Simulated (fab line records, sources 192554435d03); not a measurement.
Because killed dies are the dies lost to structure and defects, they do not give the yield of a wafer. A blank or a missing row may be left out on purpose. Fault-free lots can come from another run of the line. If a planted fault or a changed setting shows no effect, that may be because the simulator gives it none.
fab line records	flow n5_finfet	part 1 of 2: steps 1 to 21 of 35
record: lots: 5	wafers: 15	last_day: 16
route steps=1938 shown BEOL_M13@1693 BEOL_M14@1716
lots that met no fault: from a run of the same line without faults
start_h: the number of hours between the record's first day and the start of the first shown wafer of the lot	wait_h: time in hours since the lot's previous step	" as in the row above	L1.1+2: a row that stands for several wafers	- value missing, or start not given	* or withheld: withheld	< > ~ a bound
route shown NAME@n: names a module that has steps shown in the file, with the first one's number in the route	usual: mean/standard deviation of fault-free wafers	same: alike in all rows	chamber/n: place in a boat	sites: the reading at each site	_std_site: how widely they spread, as a standard deviation	_edge_site: outer sites' mean less inner sites'	radius_mm: for every site, how far away it sits from the centre of the wafer	mask NAME#n: copy n	behind: the tool/chamber that last shaped the wafer	hold: the reason the lot was held/the length of the hold in hours/how it ended	device: names the non-switching transistor (n, p or np)	end of line: tests of these same wafers at the route's end	step lacking rows: just its recipe	killed: not the wafer's yield, but the dies lost to structure and defects at the first sort	map: dies across one wafer; x = killed, . = not, _ = none there
set.NAME: setting as actually run; set.NAME@STEP: the setting as run at that earlier step	model.NAME: the simulator's own value behind a step, which no gauge read
a table for each step, a row for each wafer; lots at some steps of the route
services: the hour from which a tool's chamber was out of use, counted from the record's first day as start_h (under 0 if before that day), plus the number of hours and why
== steps ==
step: N5_BEOL_M13_ETCH_67
recipe: chemistry: CF4	target: SiARC	target_depth_a: 1430	time_s: 238.3	ion_energy_ev: 80	pressure_mtorr: 40	source_w: 545	bias_w: 36	Ar_flow_sccm: 100	cf4_flow_sccm: 100	ends: cleared
usual: cf4_flow_sccm: 100.0/0.32	drypump_motor_current_A: 5.8/0.51	etch_rf_on_time_s: 241/6.2	oes_product_au: 0.67/0.058	rf_vpp_V: 183.9/0.96	showerhead_plenum_p_Torr: 2.13/0.06	throttle_valve_pct: 15.54/0.22
lot.wafer	tool	chamber	start_h	wait_h	cf4_flow_sccm	drypump_motor_current_A	etch_rf_on_time_s	oes_product_au	rf_hours_counter_h	rf_vpp_V	showerhead_plenum_p_Torr	throttle_valve_pct
L074.2	rie_diel-05	1	252.90	0.0	99.9	5.9	241	0.84	3	184.9	2.18	15.09
L074.3	"	0	"	"	100.7	5.1	244	0.59	203	183.1	2.04	15.58
L074.5	"	0	"	"	100.0	5.1	241	0.60	-	182.6	2.04	15.57
L079.2	rie_diel-01	2	290.43	0.0	99.9	5.3	238	0.73	54	182.6	2.07	15.26
L079.3	"	0	"	"	99.7	5.5	228	0.73	58	183.0	2.08	15.32
L079.4	"	3	"	"	100.2	6.0	239	0.70	85	184.4	2.18	15.64
L080.2	rie_diel-03	3	290.76	0.0	99.9	6.5	239	0.72	64	187.1	2.25	15.36
L080.4	"	0	"	"	100.0	6.0	235	0.68	95	183.5	2.14	15.55
L080.6	"	1	"	"	99.3	6.5	243	0.63	-	183.9	2.11	15.72
L083.2	rie_diel-05	0	304.57	0.0	100.3	5.1	240	0.60	220	184.6	2.03	15.62
L083.3	"	2	"	"	100.6	5.0	240	0.68	105	183.2	2.06	15.59
L083.4	"	3	"	"	100.2	5.8	251	0.58	235	185.2	2.21	16.05
L089.2	rie_diel-03	2	346.09	0.0	100.2	5.8	244	0.63	160	182.1	2.13	15.59
L089.3	"	3	"	"	100.1	6.5	244	0.70	80	183.6	2.24	15.38
L089.5	"	0	"	"	99.9	6.0	240	0.66	-	183.5	2.13	15.58
step: N5_BEOL_M13_ETCH_68
recipe: chemistry: N2/H2	target: SOC	mask_material: SiARC	source_w: 3000	bias_w: 350	temp_c: 40	time_s: 355	ion_energy_ev: 200	pressure_mtorr: 30	n2_flow_sccm: 200	h2_flow_sccm: 200
usual: drypump_motor_current_A: 5.9/0.51	oes_product_au: 0.79/0.07	rf_vpp_V: 523.6/2.1	showerhead_plenum_p_Torr: 2.53/0.074	throttle_valve_pct: 17.70/0.27
lot.wafer	tool	chamber	start_h	wait_h	drypump_motor_current_A	oes_product_au	rf_hours_counter_h	rf_vpp_V	showerhead_plenum_p_Torr	throttle_valve_pct
L074.2	rie_diel-05	1	253.04	0.1	6.0	1.00	3	525.4	2.59	17.16
L074.3	"	0	"	"	5.1	0.69	204	521.3	2.43	17.86
L074.5	"	0	"	"	5.1	0.70	-	519.7	2.43	17.88
L079.2	rie_diel-01	2	290.58	0.1	5.3	0.85	54	522.3	2.44	17.26
L079.3	"	0	"	"	5.5	0.84	59	522.1	2.46	17.53
L079.4	"	3	"	"	6.1	0.82	85	523.1	2.56	17.68
L080.2	rie_diel-03	3	290.91	0.1	6.6	0.84	64	528.6	2.68	17.60
L080.4	"	0	"	"	6.1	0.79	95	526.1	2.57	18.04
L080.6	"	1	"	"	6.6	0.75	-	523.7	2.51	17.76
L083.2	rie_diel-05	0	304.72	0.1	5.1	0.68	220	520.5	2.43	17.88
L083.3	"	2	"	"	5.1	0.82	105	520.5	2.44	17.71
L083.4	"	3	"	"	5.8	0.70	235	525.8	2.62	18.17
L089.2	rie_diel-03	2	346.24	0.1	5.8	0.73	160	523.6	2.55	17.67
L089.3	"	3	"	"	6.5	0.82	80	527.0	2.68	17.62
L089.5	"	0	"	"	6.0	0.77	-	523.0	2.56	18.05
step: N5_BEOL_M13_STRIP_69
recipe: chemistry: N2/H2	temp_c: 40	n2_flow_sccm: 200	h2_flow_sccm: 200	rf_frequency_hz: 6e+07
lot.wafer	tool	chamber	start_h	wait_h
L074.2+3+5	rie_diel-05	1,0,0	253.25	0.1
L079.2+3+4	rie_diel-01	2,0,3	290.79	0.1
L080.2+4+6	rie_diel-03	3,0,1	291.12	0.1
L083.2+3+4	rie_diel-05	0,2,3	304.93	0.1
L089.2+3+5	rie_diel-03	2,3,0	346.45	0.1
step: N5_BEOL_M13_TRENCH_ETCH_34
recipe: chemistry: C4F8/O2/Ar	target: SiOC	target_depth_a: 4134.7	mask_material: SOC	pressure_mtorr: 30	source_w: 3000	bias_w: 700	Ar_flow_sccm: 400	C4F8_flow_sccm: 15	O2_flow_sccm: 8	he_inner_torr: 15	he_outer_torr: 30	time_s: 162.6	ion_energy_ev: 250
usual: drypump_motor_current_A: 5.9/0.51	he_inner_torr: 15.00/0.031	oes_product_au: 0.79/0.07	rf_vpp_V: 665.2/2.7	showerhead_plenum_p_Torr: 3.41/0.11	throttle_valve_pct: 24.15/0.2
lot.wafer	tool	chamber	start_h	wait_h	drypump_motor_current_A	he_inner_torr	oes_product_au	rf_hours_counter_h	rf_vpp_V	showerhead_plenum_p_Torr	throttle_valve_pct
L074.2	rie_diel-05	1	253.26	0.0	5.9	15.04	1.01	3	668.2	3.50	23.74
L074.3	"	0	"	"	5.1	15.02	0.69	204	661.7	3.25	24.00
L074.5	"	0	"	"	5.1	15.02	0.69	-	661.0	3.25	24.01
L079.2	rie_diel-01	2	290.80	0.0	5.3	15.03	0.85	54	664.3	3.33	24.01
L079.3	"	0	"	"	5.5	14.95	0.85	59	664.2	3.36	24.16
L079.4	"	3	"	"	6.0	15.00	0.81	85	666.8	3.50	24.44
L080.2	rie_diel-03	3	291.13	0.0	6.5	14.97	0.85	64	670.3	3.63	24.26
L080.4	"	0	"	"	6.1	15.02	0.79	96	666.3	3.41	24.17
L080.6	"	1	"	"	6.6	15.00	0.73	-	663.9	3.36	24.10
L083.2	rie_diel-05	0	304.94	0.0	5.1	14.97	0.69	220	661.8	3.24	24.03
L083.3	"	2	"	"	5.0	15.03	0.81	105	663.3	3.27	24.02
L083.4	"	3	"	"	5.8	14.94	0.69	236	667.8	3.53	24.69
L089.2	rie_diel-03	2	346.46	0.0	5.8	14.97	0.73	160	665.0	3.43	24.16
L089.3	"	3	"	"	6.5	14.97	0.82	80	670.8	3.62	24.27
L089.5	"	0	"	"	6.0	14.99	0.78	-	665.7	3.40	24.19
step: N5_BEOL_M13_STRIP_70
recipe: chemistry: C4F8/O2/Ar	resist: SiARC	rf_frequency_hz: 6e+07
lot.wafer	tool	chamber	start_h	wait_h
L074.2+3+5	rie_diel-05	1,0,0	253.40	0.1
L079.2+3+4	rie_diel-01	2,0,3	290.94	0.1
L080.2+4+6	rie_diel-03	3,0,1	291.26	0.1
L083.2+3+4	rie_diel-05	0,2,3	305.07	0.1
L089.2+3+5	rie_diel-03	2,3,0	346.59	0.1
step: N5_BEOL_M13_OCD_MEAS_35
usual: trench_depth_nm: 413/7.5
lot.wafer	tool	chamber	start_h	wait_h	trench_depth_nm
L074.2	ocd-02	-	253.44	0.0	425
L074.3	"	-	"	"	400
L074.5	"	-	"	"	400
L079.2	ocd-01	-	290.98	0.0	415
L079.3	"	-	"	"	427
L079.4	"	-	"	"	414
L080.2	ocd-01	-	291.30	0.0	411
L080.4	"	-	"	"	406
L080.6	"	-	"	"	409
L083.2	ocd-02	-	305.11	0.0	402
L083.3	"	-	"	"	421
L083.4	"	-	"	"	411
L089.2	ocd-02	-	346.64	0.0	410
L089.3	"	-	"	"	409
L089.5	"	-	"	"	413
step: N5_BEOL_M13_STRIP_37
recipe: chemistry: N2/H2	power_w: 1000	temp_c: 250	h2_frac: 0.65	overash_fraction: 0.3	pressure_mtorr: withheld	n2_flow_sccm: 1750	h2_flow_sccm: 3250
usual: drypump_motor_current_A: 5.6/0.4	heater_power_w: 354/25	oes_product_au: 0.785/0.011
lot.wafer	tool	chamber	start_h	wait_h	drypump_motor_current_A	heater_power_w	oes_product_au	rf_hours_counter_h
L074.2	plasma_asher-01	0	253.48	0.0	5.5	362	0.769	81
L074.3	"	1	"	"	6.3	388	0.777	-
L074.5	"	0	"	"	5.5	358	0.798	-
L079.2	plasma_asher-02	1	291.01	0.0	5.8	329	0.798	122
L079.3	"	0	"	"	5.2	369	0.771	-
L079.4	"	1	"	"	5.8	317	0.804	-
L080.2	plasma_asher-02	1	291.34	0.0	5.7	317	0.768	122
L080.4	"	1	"	"	5.7	315	0.813	-
L080.6	"	0	"	"	5.1	365	0.791	-
L083.2	plasma_asher-02	0	305.28	0.2	5.1	366	0.784	125
L083.3	"	1	"	"	5.8	336	0.796	-
L083.4	"	0	"	"	5.1	350	0.781	-
L089.2	plasma_asher-02	1	346.67	0.0	5.8	322	0.780	134
L089.3	"	1	"	"	5.8	310	0.786	-
L089.5	"	1	"	"	5.8	321	0.781	-
step: N5_BEOL_M13_ETCH_38
recipe: chemistry: CF4/N2	target: SiCN	target_depth_a: 675	taper_deg: 2	time_s: 71.9	ion_energy_ev: 150	mask_material: SiO2	pressure_mtorr: 40	source_w: 430	bias_w: 70	Ar_flow_sccm: 100	cf4_flow_sccm: 60	n2_flow_sccm: 60
usual: cf4_flow_sccm: 60.04/0.17	drypump_motor_current_A: 5.8/0.52	oes_product_au: 0.79/0.078	rf_vpp_V: 382.1/1.9	showerhead_plenum_p_Torr: 2.19/0.073	throttle_valve_pct: 15.37/0.23
lot.wafer	tool	chamber	start_h	wait_h	cf4_flow_sccm	drypump_motor_current_A	oes_product_au	rf_hours_counter_h	rf_vpp_V	showerhead_plenum_p_Torr	throttle_valve_pct
L074.2	rie_diel-03	1	254.20	-	59.96	6.6	0.75	180	382.6	2.18	15.52
L074.3	"	3	"	"	59.92	6.5	0.85	54	384.8	2.33	15.20
L074.5	"	0	"	"	59.95	6.1	0.81	-	383.6	2.21	15.38
L079.2	rie_diel-01	3	292.74	-	60.32	6.0	0.82	86	382.9	2.24	15.44
L079.3	"	2	"	"	59.99	5.3	0.86	55	380.3	2.13	15.09
L079.4	"	0	"	"	59.77	5.5	0.87	60	379.3	2.14	15.17
L080.2	rie_diel-03	1	293.04	-	60.06	6.6	0.73	193	382.2	2.18	15.54
L080.4	"	2	"	"	59.75	5.8	0.74	145	381.5	2.21	15.42
L080.6	"	3	"	"	60.03	6.5	0.84	-	386.3	2.32	15.21
L083.2	rie_diel-03	3	307.01	-	60.07	6.5	0.84	69	385.2	2.32	15.22
L083.3	"	0	"	"	60.11	6.0	0.80	99	380.6	2.20	15.38
L083.4	"	1	"	"	59.79	6.6	0.72	196	381.5	2.17	15.55
L089.2	rie_diel-05	3	347.54	-	60.16	5.8	0.66	249	382.6	2.27	15.93
L089.3	"	1	"	"	59.87	5.9	0.90	32	382.5	2.24	14.97
L089.5	"	2	"	"	60.39	5.0	0.80	-	380.1	2.11	15.38
step: N5_BEOL_M13_PRECLEAN_39
recipe: chemistry: residue_remover	time_s: 60	temp_c: 40
lot.wafer	tool	chamber	start_h	wait_h
L074.2+3+5	wet_bench-03	5,7,6	254.33	0.1
L079.2+3+4	wet_bench-05	7,3,6	292.87	0.1
L080.2+4+6	wet_bench-05	1,6,2	293.17	0.1
L083.2+3+4	wet_bench-05	2,3,6	307.15	0.1
L089.2+3+5	wet_bench-04	6,7,1	347.67	0.1
step: N5_BEOL_M13_SRD_40
recipe: time_s: 30	temp_c: 23	rinse_liquid: diw	dry: n2_spin	spin_rpm: 1500	dry_time_s: 30
lot.wafer	tool	chamber	start_h	wait_h
L074.2+3+5	wet_bench-03	5,7,6	254.35	0.0
L079.2+3+4	wet_bench-05	7,3,6	292.89	0.0
L080.2+4+6	wet_bench-05	1,6,2	293.19	0.0
L083.2+3+4	wet_bench-05	2,3,6	307.17	0.0
L089.2+3+5	wet_bench-04	6,7,1	347.69	0.0
step: N5_BEOL_M13_DEGAS_41
recipe: ambient: vacuum	temp_c: 250	time_s: 60
usual: heater_power_w: 339/40
lot.wafer	tool	chamber	start_h	wait_h	heater_power_w
L074.2	pvd_sputter-01	-	254.76	0.4	345
L074.3	"	-	"	"	334
L074.5	"	-	"	"	309
L079.2	pvd_sputter-01	-	293.33	0.4	339
L079.3	"	-	"	"	303
L079.4	"	-	"	"	332
L080.2	pvd_sputter-02	-	293.47	0.3	309
L080.4	"	-	"	"	329
L080.6	"	-	"	"	303
L083.2	pvd_sputter-03	-	307.48	0.3	361
L083.3	"	-	"	"	294
L083.4	"	-	"	"	314
L089.2	pvd_sputter-03	-	348.02	0.3	269
L089.3	"	-	"	"	367
L089.5	"	-	"	"	368
step: N5_BEOL_M13_PRE_CLEAN_42
recipe: gas: H2/He	time_s: 30	temp_c: 250
usual: heater_power_w: 339/41
lot.wafer	tool	chamber	start_h	wait_h	heater_power_w
L074.2	pvd_sputter-01	-	254.80	0.0	354
L074.3	"	-	"	"	339
L074.5	"	-	"	"	311
L079.2	pvd_sputter-01	-	293.37	0.0	350
L079.3	"	-	"	"	304
L079.4	"	-	"	"	333
L080.2	pvd_sputter-02	-	293.51	0.0	306
L080.4	"	-	"	"	325
L080.6	"	-	"	"	319
L083.2	pvd_sputter-03	-	307.52	0.0	367
L083.3	"	-	"	"	293
L083.4	"	-	"	"	321
L089.2	pvd_sputter-03	-	348.06	0.0	262
L089.3	"	-	"	"	372
L089.5	"	-	"	"	375
step: N5_BEOL_M13_SPUTTER_43
recipe: material: TaN	target_thk_a: 150	temp_c: 50	bias_v: 168.6	power_w: 15000	chamber_pressure_pa: 0.12	time_s: 24.19
usual: throttle_valve_pct: 29.8/0.98
lot.wafer	tool	chamber	start_h	wait_h	throttle_valve_pct
L074.2	pvd_sputter-01	-	254.84	0.0	29.2
L074.3	"	-	"	"	29.6
L074.5	"	-	"	"	30.2
L079.2	pvd_sputter-01	-	293.41	0.0	29.3
L079.3	"	-	"	"	30.4
L079.4	"	-	"	"	30.0
L080.2	pvd_sputter-02	-	293.55	0.0	30.7
L080.4	"	-	"	"	27.4
L080.6	"	-	"	"	30.4
L083.2	pvd_sputter-03	-	307.56	0.0	31.1
L083.3	"	-	"	"	30.1
L083.4	"	-	"	"	29.6
L089.2	pvd_sputter-03	-	348.10	0.0	30.8
L089.3	"	-	"	"	31.2
L089.5	"	-	"	"	30.9
step: N5_BEOL_M13_SPUTTER_44
recipe: material: Ta	target_thk_a: 100	temp_c: 50	bias_v: 80	power_w: 15000	chamber_pressure_pa: 0.07	time_s: 16.13
usual: throttle_valve_pct: 29.8/0.97
lot.wafer	tool	chamber	start_h	wait_h	throttle_valve_pct
L074.2	pvd_sputter-01	-	254.92	0.0	29.2
L074.3	"	-	"	"	29.8
L074.5	"	-	"	"	30.1
L079.2	pvd_sputter-01	-	293.49	0.0	29.2
L079.3	"	-	"	"	30.4
L079.4	"	-	"	"	30.0
L080.2	pvd_sputter-02	-	293.63	0.0	30.7
L080.4	"	-	"	"	27.6
L080.6	"	-	"	"	30.7
L083.2	pvd_sputter-03	-	307.64	0.0	31.1
L083.3	"	-	"	"	30.1
L083.4	"	-	"	"	29.8
L089.2	pvd_sputter-03	-	348.18	0.0	30.5
L089.3	"	-	"	"	31.3
L089.5	"	-	"	"	31.2
step: N5_BEOL_M13_SPUTTER_45
recipe: material: Cu	target_thk_a: 800	temp_c: -20	bias_v: 60	power_w: 26000	chamber_pressure_pa: 0.13	time_s: 13.33
usual: throttle_valve_pct: 29.8/0.96
lot.wafer	tool	chamber	start_h	wait_h	throttle_valve_pct
L074.2	pvd_sputter-01	-	255.00	0.0	29.2
L074.3	"	-	"	"	30.0
L074.5	"	-	"	"	30.8
L079.2	pvd_sputter-01	-	293.57	0.0	29.0
L079.3	"	-	"	"	30.2
L079.4	"	-	"	"	29.8
L080.2	pvd_sputter-02	-	293.71	0.0	30.7
L080.4	"	-	"	"	27.7
L080.6	"	-	"	"	30.6
L083.2	pvd_sputter-03	-	307.72	0.0	31.0
L083.3	"	-	"	"	30.2
L083.4	"	-	"	"	29.7
L089.2	pvd_sputter-03	-	348.26	0.0	30.9
L089.3	"	-	"	"	30.9
L089.5	"	-	"	"	31.1
step: N5_BEOL_M13_ECD_47
recipe: material: Cu	target_thk_a: 9360
lot.wafer	tool	chamber	start_h	wait_h
L074.2+3+5	ecd_cu-01	0	255.12	0.1
L079.2+3+4	ecd_cu-02	0,1,0	293.68	0.1
L080.2+4+6	ecd_cu-01	1	293.83	0.1
L083.2+3+4	ecd_cu-02	0,0,1	307.84	0.1
L089.2+3+5	ecd_cu-02	1,0,0	348.38	0.1
step: N5_BEOL_M13_ANNEAL_48
recipe: temp_c: 225	time_s: 90	ambient: N2
usual: wafer_temp_C_max: 226.0/0.42
lot.wafer	tool	chamber	start_h	wait_h	wafer_temp_C_max
L074.2	rtp_anneal-02	0	255.33	0.2	226.7
L074.3	"	0	"	"	226.3
L074.5	"	0	"	"	226.8
L079.2	rtp_anneal-02	0	293.89	0.2	226.8
L079.3	"	0	"	"	226.1
L079.4	"	0	"	"	226.6
L080.2	rtp_anneal-01	0	294.04	0.2	225.7
L080.4	"	0	"	"	225.8
L080.6	"	0	"	"	225.8
L083.2	rtp_anneal-01	0	308.04	0.2	225.5
L083.3	"	0	"	"	225.5
L083.4	"	0	"	"	225.9
L089.2	rtp_anneal-01	0	348.59	0.2	225.8
L089.3	"	0	"	"	225.7
L089.5	"	0	"	"	226.0
step: N5_BEOL_M13_CMP_49
recipe: stop_on: SiOC	t_overpolish_s: 17.1	down_force_psi: 1	platen_rpm: 50	clearing_platen_down_force_psi: 1.5	clearing_platen_rpm: 50	post_cmp_clean: cu_alkaline	target_thk_nm: 420	clearing_platen_pad_velocity_m_s: 0.99484	pad_velocity_m_s: 0.99484
usual: barrier_field_endpoint_s: 30.2/0.84	motor_current_A: 6.2/0.68	overpolish_run_s: 17.102/0.0088	retaining_ring_pressure_frac: 0.999/0.0046
lot.wafer	tool	chamber	start_h	wait_h	barrier_field_endpoint_s	motor_current_A	overpolish_run_s	retaining_ring_pressure_frac
L074.2	cmp-02	3	255.58	0.2	30.7	6.4	17.089	0.995
L074.3	"	1	"	"	30.0	7.5	17.099	1.007
L074.5	"	0	"	"	32.3	6.1	17.089	0.995
L079.3	cmp-02	2	294.14	0.2	29.4	5.9	17.102	1.002
L079.4	"	0	"	"	31.7	6.4	17.110	1.000
L079.2	"	1	"	"	30.4	7.6	17.108	1.004
L080.4	cmp-04	0	294.33	0.2	30.6	4.9	17.110	1.004
L080.2	"	1	"	"	30.2	6.5	17.107	1.000
L080.6	"	3	"	"	29.9	6.1	17.112	1.006
L083.2	cmp-03	1	308.30	0.2	28.6	4.9	17.092	1.003
L083.3	"	2	"	"	31.3	7.0	17.113	0.999
L083.4	"	0	"	"	28.2	6.5	17.098	1.001
L089.2	cmp-02	0	348.92	0.3	32.4	6.1	17.115	0.996
L089.3	"	1	"	"	29.9	7.7	17.088	1.000
L089.5	"	2	"	"	29.8	6.0	17.103	1.006
step: N5_BEOL_M13_THK_MEAS_50
recipe: thk_meas_gauge: xrf	reads: Cu_of_BEOL_M13_ECD_47
usual: M13_THK: 425/8.4
lot.wafer	tool	chamber	start_h	wait_h	M13_THK[nm]
L074.2	film_metro-01	-	255.87	-	433
L074.3	"	-	"	"	412
L074.5	"	-	"	"	415
L079.2	film_metro-02	-	294.44	-	427
L079.3	"	-	"	"	442
L079.4	"	-	"	"	431
L080.2	film_metro-01	-	294.58	-	420
L080.4	"	-	"	"	418
L080.6	"	-	"	"	420
L083.2	film_metro-01	-	308.59	-	413
L083.3	"	-	"	"	436
L083.4	"	-	"	"	425
L089.2	film_metro-02	-	349.13	-	418
L089.3	"	-	"	"	416
L089.5	"	-	"	"	422
step: N5_BEOL_M13_PRE_CLEAN_52
recipe: gas: NH3	time_s: 15	temp_c: withheld	rf_power_w: 300
lot.wafer	tool	chamber	start_h	wait_h
L074.2+3+5	pecvd-04	2,1,0	255.91	0.0
L079.2+3+4	pecvd-01	1,0,1	294.47	0.0
L080.2+4+6	pecvd-03	2,0,2	294.62	0.0
L083.2+3+4	pecvd-01	2,0,2	308.63	0.0
L089.2+3+5	pecvd-03	1,2,2	349.17	0.0
step: N5_BEOL_M13_DEP_53
recipe: material: SiCN	target_thk_a: 500	temp_c: withheld	precursor: 3MS/NH3	pressure_torr: 3	rf_w: 675	time_s: 17.8
usual: showerhead_plenum_p_Torr: 4.165/0.022	throttle_valve_pct: 17.9/0.81
lot.wafer	tool	chamber	start_h	wait_h	showerhead_plenum_p_Torr	throttle_valve_pct
L074.2	pecvd-04	2	255.94	0.0	4.163	16.4
L074.3	"	1	"	"	4.136	18.3
L074.5	"	0	"	"	4.162	18.7
L079.2	pecvd-01	1	294.50	0.0	4.164	18.0
L079.3	"	0	"	"	4.160	18.4
L079.4	"	1	"	"	4.151	17.9
L080.2	pecvd-03	2	294.65	0.0	4.172	17.2
L080.4	"	0	"	"	4.228	17.2
L080.6	"	2	"	"	4.166	16.9
L083.2	pecvd-01	2	308.65	0.0	4.187	18.1
L083.3	"	0	"	"	4.171	18.1
L083.4	"	2	"	"	4.178	18.0
L089.2	pecvd-03	1	349.20	0.0	4.168	19.2
L089.3	"	2	"	"	4.171	17.2
L089.5	"	2	"	"	4.174	17.2
